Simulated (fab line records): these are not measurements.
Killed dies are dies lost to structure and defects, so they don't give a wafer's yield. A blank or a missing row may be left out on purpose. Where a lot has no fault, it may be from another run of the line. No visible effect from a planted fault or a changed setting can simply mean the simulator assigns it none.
Which of the tools did it? :: flow n5-finfet :: route of 1938 steps, sampled at 1 step: 15 lots, 45 wafers

WHAT THE GAUGES READ, wafer by wafer
N5_BEOL_M10_CD_MEAS_11: the cd target is 64.1 nm. Usual: 64.0 nm for cd-nm, sd 0.41.
lot: L174
measured: day 10 01:37
on: cd-sem-02
cd-nm (nm): 63.5 63.3 63.7
flag: 

lot: L175
measured: day 10 05:01
on: cd-sem-01
cd-nm (nm): 63.5 63.5 63.9
flag: 

lot: L176
measured: day 10 08:55
on: cd-sem-01
cd-nm (nm): 63.9 63.9 63.4
flag: 

lot: L178
measured: day 10 10:24
on: cd-sem-02
cd-nm (nm): 64.3 64.4 64.2
flag: 

lot: L177
measured: day 10 14:13
on: cd-sem-02
cd-nm (nm): 64.1 64.2 64.3
flag: 

lot: L179
measured: day 11 04:41
on: cd-sem-03
cd-nm (nm): 63.7 64.1 64.3
flag: 

lot: L182
measured: day 12 02:29
on: cd-sem-02
cd-nm (nm): 64.3 64.3 64.0
flag: 

lot: L186
measured: day 12 18:02
on: cd-sem-01
cd-nm (nm): 64.5 64.4 64.1
flag: 

lot: L185
measured: day 13 03:39
on: cd-sem-03
cd-nm (nm): 64.8 64.6 64.0
flag: 

lot: L191
measured: day 14 21:37
on: cd-sem-01
cd-nm (nm): 63.6 63.0 63.1
flag: 

lot: L193
measured: day 15 08:37
on: cd-sem-03
cd-nm (nm): 64.2 64.5 64.2
flag: 

lot: L194
measured: day 15 08:46
on: cd-sem-03
cd-nm (nm): 63.7 64.4 63.7
flag: 

lot: L195
measured: day 15 22:04
on: cd-sem-03
cd-nm (nm): 63.9 63.7 63.6
flag: 

lot: L197
measured: day 15 22:18
on: cd-sem-03
cd-nm (nm): 64.4 64.4 64.5
flag: 

lot: L196
measured: day 16 01:37
on: cd-sem-01
cd-nm (nm): 64.0 64.0 63.8
flag: 

TOOL THAT RAN EACH LOT (tool first, then ch and the chambers of the sampled wafers, then the start)
No process step before these readings appears in the record.

AS READ BY THE TOOLS THEMSELVES (means over the sampled wafers that have a number; for cases with no such wafer, the mark the record gives instead)
The record holds no such reading with a usual standard deviation.

THE ANSWER, worked out from the rows above alone
Rule: a lot is off if the mean of its wafers that have a number lies more than 3 standard deviations from the usual mean. Also off: a lot with no number at a reading for which 4 or more lots have one. All remaining lots with rows at the step are treated as sound. After the gauges, taken in route order, come the tools' own readings; for these a lot's mean is taken, as printed above. The first step at which some lot is off is used, and at that step the reading that is off furthest; a lot without a number counts as furthest.
No lot is off at any reading shown: from this, nothing can be told.

WHAT THE SIMULATOR PUT IN
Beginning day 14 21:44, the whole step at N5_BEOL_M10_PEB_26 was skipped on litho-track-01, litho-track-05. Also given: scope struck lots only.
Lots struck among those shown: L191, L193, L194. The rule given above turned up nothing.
